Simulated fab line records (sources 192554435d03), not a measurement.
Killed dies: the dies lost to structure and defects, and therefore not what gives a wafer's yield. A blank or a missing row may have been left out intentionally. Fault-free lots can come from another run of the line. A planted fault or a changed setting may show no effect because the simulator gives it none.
The tool behind it: which one? | flow n5Finfet | Sampling: 9 lots, 27 wafers, 6 of 1938 route steps

## WHAT EACH GAUGE READ, for each wafer
N5_BEOL_M4_RC_MEAS_101. Usual: DIBL_N 36.7 mV/V, standard deviation 1.8; DIBL_P 37.0 mV/V, standard deviation 2.4; IOFF_N 0.17 nA/um, standard deviation 0.036; IOFF_P 0.22 nA/um, standard deviation 0.042; ION_N 673 uA/um, standard deviation 12; ION_P 462 uA/um, standard deviation 8.5; SS_N 71.7 mV/dec, standard deviation 0.62; SS_P 73.4 mV/dec, standard deviation 0.65; VT_N 250 mV, standard deviation 3.7; VT_P -250 mV, standard deviation 3.7.
lot  | measured     | on        | DIBL_N (mV/V)  | DIBL_P (mV/V)  | IOFF_N (nA/um) | IOFF_P (nA/um) | ION_N (uA/um) | ION_P (uA/um) | SS_N (mV/dec)  | SS_P (mV/dec)  | VT_N (mV)   | VT_P (mV)      | flag
L651 | day 8 20:34  | prober-02 | 38.5 38.2 37.8 | 39.0 39.0 37.4 | 0.19 0.21 0.19 | 0.25 0.24 0.22 | 671 675 667   | 461 460 457   | 71.5 71.9 72.0 | 73.3 74.6 73.4 | 250 245 250 | -250 -250 -249 | 
L656 | day 10 17:13 | prober-01 | 35.5 36.9 39.9 | 35.9 37.3 40.9 | 0.15 0.17 0.24 | 0.21 0.22 0.27 | 669 669 687   | 461 460 463   | 71.5 72.1 73.2 | 72.5 73.8 74.7 | 248 250 244 | -252 -252 -250 | 
L657 | day 10 08:27 | prober-02 | 36.2 33.3 37.4 | 37.7 33.2 38.6 | 0.16 0.12 0.18 | 0.22 0.17 0.25 | 675 663 677   | 471 460 468   | 71.6 71.1 72.3 | 73.5 72.6 73.3 | 249 254 248 | -246 -251 -248 | 
L659 | day 10 21:43 | prober-01 | 35.9 35.4 37.8 | 35.9 35.4 37.7 | 0.17 0.15 0.20 | 0.25 0.24 0.29 | 683 667 672   | 479 470 474   | 71.0 72.1 71.9 | 72.7 72.2 73.1 | 246 250 245 | -243 -244 -243 | 
L665 | day 12 05:52 | prober-02 | 38.3 36.7 38.1 | 41.0 38.9 40.2 | 0.20 0.19 0.22 | 0.29 0.27 0.29 | 686 693 693   | 484 477 479   | 72.5 71.0 71.9 | 74.2 73.6 73.2 | 246 246 241 | -244 -244 -246 | 
L666 | day 12 08:33 | prober-02 | 34.4 36.2 34.7 | 35.6 37.1 35.4 | 0.13 0.15 0.13 | 0.18 0.22 0.18 | 669 677 654   | 461 474 457   | 69.5 71.6 71.0 | 72.7 73.1 73.0 | 251 249 251 | -253 -247 -251 | 
L670 | day 13 12:33 | prober-01 | 35.7 36.7 32.1 | 34.9 36.2 30.0 | 0.15 0.17 0.10 | 0.19 0.22 0.14 | 678 686 662   | 461 464 456   | 71.4 71.0 70.7 | 73.1 73.8 72.4 | 251 250 256 | -249 -249 -255 | 
L672 | day 14 18:44 | prober-02 | 37.6 36.9 36.6 | 38.4 37.5 37.7 | 0.18 0.16 0.16 | 0.24 0.22 0.23 | 684 671 676   | 467 460 469   | 72.0 71.8 71.8 | 72.7 73.1 73.9 | 248 249 249 | -250 -254 -251 | 
L673 | day 15 19:44 | prober-01 | 36.6 36.8 35.9 | 36.4 35.9 35.0 | 0.15 0.16 0.14 | 0.19 0.20 0.18 | 669 682 670   | 454 464 455   | 71.8 71.9 71.6 | 72.8 73.6 73.4 | 251 248 251 | -252 -253 -254 | 

## WHAT TOOL EACH LOT RAN ON (gives the tool, then ch and the chambers of the sampled wafers, and finally the start)
lot  | N5_BEOL_M0_SAQP_MANDREL_ETCH_103 | N5_BEOL_M0_SAQP_RECESS_109        | N5_BEOL_M0_ETCH_138               | N5_BEOL_M0_DEGAS_112        | N5_BEOL_M0_SURFACE_TREAT_137
L651 | rieSi-04 ch 1,2, day 5 19:51     | vaporEtch-02 ch 0, day 5 20:42    | rieDiel-02 ch 0,1,3, day 6 00:04  | pvdSputter-01, day 6 04:02  | pvdSputter-01, day 6 04:26
L656 | rieSi-01 ch 0,3, day 7 04:44     | vaporEtch-01 ch 0,1, day 7 05:40  | rieDiel-02 ch 2,3, day 7 09:04    | pvdSputter-03, day 7 11:53  | pvdSputter-02, day 7 12:25
L657 | rieSi-01 ch 0,1,3, day 7 08:23   | vaporEtch-02 ch 0,1, day 7 09:20  | rieDiel-02 ch 1,2, day 7 12:19    | pvdSputter-01, day 7 15:54  | pvdSputter-01, day 7 18:08
L659 | rieSi-01 ch 0,1,3, day 7 22:28   | vaporEtch-01 ch 0,1, day 7 23:39  | rieDiel-02 ch 1,2, day 8 02:43    | pvdSputter-01, day 8 07:22  | pvdSputter-01, day 8 07:53
L665 | rieSi-04 ch 0,1,2, day 9 07:11   | vaporEtch-02 ch 0,1, day 9 07:59  | rieDiel-04 ch 0,2,3, day 9 11:40  | pvdSputter-03, day 9 14:01  | pvdSputter-02, day 9 14:32
L666 | rieSi-06 ch 0,1,3, day 9 13:05   | vaporEtch-02 ch 0,1, day 9 13:49  | rieDiel-01 ch 0,3, day 9 16:59    | pvdSputter-02, day 9 21:38  | pvdSputter-01, day 9 22:26
L670 | rieSi-01 ch 0,1, day 10 09:00    | vaporEtch-01 ch 0,1, day 10 09:42 | rieDiel-02 ch 0,1,2, day 10 13:20 | pvdSputter-02, day 10 17:04 | pvdSputter-02, day 10 17:28
L672 | rieSi-01 ch 2,3, day 11 06:37    | vaporEtch-02 ch 0,1, day 11 07:23 | rieDiel-01 ch 0,1,3, day 11 11:28 | pvdSputter-01, day 11 15:40 | pvdSputter-02, day 11 16:02
L673 | rieSi-04 ch 0,2,3, day 11 10:18  | vaporEtch-01 ch 0,1, day 11 11:50 | rieDiel-04 ch 1,2,3, day 11 15:35 | pvdSputter-01, day 11 20:57 | pvdSputter-03, day 11 21:18
- N5_BEOL_M0_SAQP_MANDREL_ETCH_103: etches a-Si in HBr/Cl2, stops on SiCN, target depth 45 nm, bt time 10 s, time 27 s.
- N5_BEOL_M0_SAQP_RECESS_109: chemistry HF/NH3, target SiO2, target depth 3 nm, afs cycles 1, sublimation time 60 s.
- N5_BEOL_M0_ETCH_138: etches SiCN in CH3F/O2, target depth 12 nm, time 31.6 s.
- N5_BEOL_M0_DEGAS_112: time 60 s.
- N5_BEOL_M0_SURFACE_TREAT_137

## WHAT THE TOOLS THEMSELVES READ (means of the sampled wafers that have a number; where no wafer has one, the mark that the record gives instead)
N5_BEOL_M0_SAQP_MANDREL_ETCH_103. Usual: drypumpMotorCurrentA 5.7 A, standard deviation 0.41; oesProductAu 0.679 a.u., standard deviation 0.015; throttleValvePct 35.27 %, standard deviation 0.27.
lot  | tool     | drypumpMotorCurrentA (A) | oesProductAu (a.u.) | throttleValvePct (%) | flag
L651 | rieSi-04 | 5.8                      | 0.684               | 35.13                | 
L656 | rieSi-01 | 5.9                      | 0.662               | 35.24                | 
L657 | rieSi-01 | 5.8                      | 0.671               | 35.24                | 
L659 | rieSi-01 | 5.8                      | 0.666               | 35.26                | 
L665 | rieSi-04 | 5.8                      | 0.687               | 35.23                | 
L666 | rieSi-06 | 5.5                      | 0.672               | 35.63                | 
L670 | rieSi-01 | 5.7                      | 0.677               | 35.30                | 
L672 | rieSi-01 | 5.8                      | 0.676               | 35.03                | 
L673 | rieSi-04 | 6.0                      | 0.684               | 35.09                | 

N5_BEOL_M0_SAQP_RECESS_109. Usual: drypumpMotorCurrentA 5.6 A, standard deviation 0.56; forelinePTorr 0.1280 Torr, standard deviation 0.00037.
lot  | tool         | drypumpMotorCurrentA (A) | forelinePTorr (Torr) | flag
L651 | vaporEtch-02 | 5.0                      | 0.1281               | 
L656 | vaporEtch-01 | 5.7                      | 0.1280               | 
L657 | vaporEtch-02 | 5.9                      | 0.1280               | 
L659 | vaporEtch-01 | 5.7                      | 0.1277               | 
L665 | vaporEtch-02 | 5.4                      | 0.1282               | 
L666 | vaporEtch-02 | 5.9                      | 0.1280               | 
L670 | vaporEtch-01 | 5.7                      | 0.1285               | 
L672 | vaporEtch-02 | 6.0                      | 0.1281               | 
L673 | vaporEtch-01 | 5.5                      | 0.1277               | 

N5_BEOL_M0_ETCH_138. Usual: drypumpMotorCurrentA is 5.7 A with standard deviation 0.39, etchRfOnTimeS is 29.2 s with standard deviation 0.87, mfcArSccm is 150.0 sccm with standard deviation 0.49, oesProductAu is 0.66 a.u. with standard deviation 0.071, rfVppV is 297.4 V with standard deviation 1.9, showerheadPlenumPTorr is 2.01 Torr with standard deviation 0.079, and throttleValvePct is 16.28 % with standard deviation 0.2.
lot  | tool       | drypumpMotorCurrentA (A) | etchRfOnTimeS (s) | mfcArSccm (sccm) | oesProductAu (a.u.) | rfVppV (V) | showerheadPlenumPTorr (Torr) | throttleValvePct (%) | flag
L651 | rieDiel-02 | 5.6                      | 29.3              | 149.8            | 0.64                | 297.8      | 2.01                         | 16.22                | 
L656 | rieDiel-02 | 5.7                      | 30.6              | 149.6            | 0.60                | 297.2      | 2.01                         | 16.38                | 
L657 | rieDiel-02 | 5.9                      | 30.1              | 149.7            | 0.62                | 295.7      | 1.91                         | 16.50                | 
L659 | rieDiel-02 | 5.8                      | 30.8              | 149.9            | 0.62                | 294.3      | 1.91                         | 16.50                | 
L665 | rieDiel-04 | 5.7                      | 29.2              | 149.3            | 0.70                | 298.0      | 2.03                         | 16.14                | 
L666 | rieDiel-01 | 4.9                      | 28.9              | 150.1            | 0.65                | 298.5      | 2.03                         | 16.32                | 
L670 | rieDiel-02 | 5.6                      | 30.4              | 149.8            | 0.61                | 296.3      | 1.94                         | 16.42                | 
L672 | rieDiel-01 | 5.0                      | 29.8              | 149.9            | 0.69                | 297.5      | 2.01                         | 16.19                | 
L673 | rieDiel-04 | 6.0                      | 29.3              | 149.8            | 0.64                | 297.1      | 2.00                         | 16.37                | 

N5_BEOL_M0_DEGAS_112. Usual: heaterPowerW 344 W, standard deviation 33.
lot  | tool          | heaterPowerW (W) | flag
L651 | pvdSputter-01 | 371              | 
L656 | pvdSputter-03 | 339              | 
L657 | pvdSputter-01 | 359              | 
L659 | pvdSputter-01 | 368              | 
L665 | pvdSputter-03 | 316              | 
L666 | pvdSputter-02 | 330              | 
L670 | pvdSputter-02 | 342              | 
L672 | pvdSputter-01 | 365              | 
L673 | pvdSputter-01 | 358              | 

## THE ANSWER, worked out from the rows above alone
Rule: a lot is off if the mean of its wafers that have a number lies more than 3 standard deviations from the usual mean. Also off: a lot with no number at a reading for which 4 or more lots have one. Any other lot the step has rows for is counted as sound. After the gauges, taken in route order, come the tools' own readings; for these a lot's mean is taken, as printed above. The first step at which some lot is off is used, and at that step the reading that is off furthest; a lot without a number counts as furthest.
Across all readings shown, no lot is off: no conclusion can be drawn from this.

## WHAT WAS PUT IN BY THE SIMULATOR
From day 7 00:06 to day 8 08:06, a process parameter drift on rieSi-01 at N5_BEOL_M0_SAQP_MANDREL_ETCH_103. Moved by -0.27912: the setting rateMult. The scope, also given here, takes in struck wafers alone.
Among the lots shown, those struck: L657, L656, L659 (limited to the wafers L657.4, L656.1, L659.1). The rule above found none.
